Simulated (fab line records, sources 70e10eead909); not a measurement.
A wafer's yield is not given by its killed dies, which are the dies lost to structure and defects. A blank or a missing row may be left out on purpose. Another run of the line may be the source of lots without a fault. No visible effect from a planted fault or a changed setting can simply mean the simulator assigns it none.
Check of tool commonality / flow nand-harc / Sampled: 3 lots, 8 wafers

THE REASON FOR OPENING IT
At NHARC_END_SORT_01 the reading killed-at-array is flagged on 2 of 3 lots. No-fault wafers: 27, standard deviation 10.
Rule: a lot is flagged when every wafer of it that has a number lies more than 4 standard deviations from that mean, or none has a number. The other lots count as sound.

lot=L134; measured=day 20 16:42; on=prober-02; killed-at-array, wafer by wafer=94 131 127; flag=FLAGGED
lot=L139; measured=day 21 21:16; on=prober-01; killed-at-array, wafer by wafer=150 85 89; flag=FLAGGED
lot=L148; measured=day 23 03:20; on=prober-02; killed-at-array, wafer by wafer=15 15; flag=
The mean of the flagged lots' numbers is 113, +86 from the usual (+9 standard deviations).

WHICH TOOL RAN EACH LOT
The record holds 4 process steps before the reading, out of a route of 1159 steps. Cell contents, in order: the tool; ch with the chambers the sampled wafers went through; the start.
lot=L134; flag=FLAGGED; NHARC_A_STAIRCASE_ETCH_294=rie-diel-03 ch 1,2, day 12 04:25; NHARC_THIN_TSV_DEP_47=pecvd-04 ch 0,2, day 19 12:23; NHARC_THIN_TSV_ETCHBACK_48=rie-diel-04 ch 1,2, day 19 12:44; NHARC_THIN_TSV_ANNEAL_52=rtp-anneal-02 ch 0, day 19 14:30
lot=L139; flag=FLAGGED; NHARC_A_STAIRCASE_ETCH_294=rie-diel-03 ch 0,3, day 13 16:41; NHARC_THIN_TSV_DEP_47=pecvd-03 ch 1,2, day 21 07:08; NHARC_THIN_TSV_ETCHBACK_48=rie-diel-04 ch 1,2,3, day 21 07:34; NHARC_THIN_TSV_ANNEAL_52=rtp-anneal-01 ch 0, day 21 09:14
lot=L148; flag=; NHARC_A_STAIRCASE_ETCH_294=rie-diel-08 ch 0,1,2, day 15 12:43; NHARC_THIN_TSV_DEP_47=pecvd-03 ch 1,2, day 22 15:26; NHARC_THIN_TSV_ETCHBACK_48=rie-diel-04 ch 1,2,3, day 22 15:52; NHARC_THIN_TSV_ANNEAL_52=rtp-anneal-01 ch 0, day 22 17:31
These steps, and what they do:
- NHARC_A_STAIRCASE_ETCH_294: etches the open film in C4F8/O2/Ar, target depth 4992 nm, time 1212.4 s.
- NHARC_THIN_TSV_DEP_47: deposits SiO2, target thk 200 nm.
- NHARC_THIN_TSV_ETCHBACK_48: etches the open film in C4F8/Ar, target depth 1028.5 nm, time 405.17 s.
- NHARC_THIN_TSV_ANNEAL_52: time 90 s.
- NHARC_END_SORT_01

FLAGGED AGAINST TOTAL, ONE TOOL AT A TIME (gauges that did the reading follow at the end)
step=NHARC_A_STAIRCASE_ETCH_294; tool=rie-diel-03; lots run=2; flagged=2; share of the flagged lots=all; sound lots run after its first flagged lot=0
step=NHARC_A_STAIRCASE_ETCH_294; tool=rie-diel-08; lots run=1; flagged=0; share of the flagged lots=none; sound lots run after its first flagged lot=-
step=NHARC_THIN_TSV_DEP_47; tool=pecvd-03; lots run=2; flagged=1; share of the flagged lots=some; sound lots run after its first flagged lot=1 (L148)
step=NHARC_THIN_TSV_DEP_47; tool=pecvd-04; lots run=1; flagged=1; share of the flagged lots=some; sound lots run after its first flagged lot=0
step=NHARC_THIN_TSV_ETCHBACK_48; tool=rie-diel-04; lots run=3; flagged=2; share of the flagged lots=all; sound lots run after its first flagged lot=1 (L148)
step=NHARC_THIN_TSV_ANNEAL_52; tool=rtp-anneal-01; lots run=2; flagged=1; share of the flagged lots=some; sound lots run after its first flagged lot=1 (L148)
step=NHARC_THIN_TSV_ANNEAL_52; tool=rtp-anneal-02; lots run=1; flagged=1; share of the flagged lots=some; sound lots run after its first flagged lot=0
step=NHARC_END_SORT_01; tool=prober-01; lots run=1; flagged=1; share of the flagged lots=some; sound lots run after its first flagged lot=0
step=NHARC_END_SORT_01; tool=prober-02; lots run=2; flagged=1; share of the flagged lots=some; sound lots run after its first flagged lot=1 (L148)

WHAT THE TABLE ALLOWS
Every flagged lot went through 2 rows of the table: rie-diel-03 at NHARC_A_STAIRCASE_ETCH_294 and rie-diel-04 at NHARC_THIN_TSV_ETCHBACK_48.
- rie-diel-03 at NHARC_A_STAIRCASE_ETCH_294: 2 of its 2 lots flagged. No sound lot ran on it before its first flagged lot in this sample; the start therefore can't be narrowed down.
- rie-diel-04 at NHARC_THIN_TSV_ETCHBACK_48: 2 of its 3 lots flagged. Sound lots followed the first flagged one (L148) on it, something a lasting fault affecting the whole tool could not allow.
Left over: one tool, rie-diel-03 at NHARC_A_STAIRCASE_ETCH_294.

WHAT THE SIMULATOR HAD INSERTED
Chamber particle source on rie-diel-03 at NHARC_A_STAIRCASE_ETCH_294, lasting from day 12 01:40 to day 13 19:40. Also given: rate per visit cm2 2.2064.
Struck lots among those shown: L134, L139. This agrees with what the rule above found.
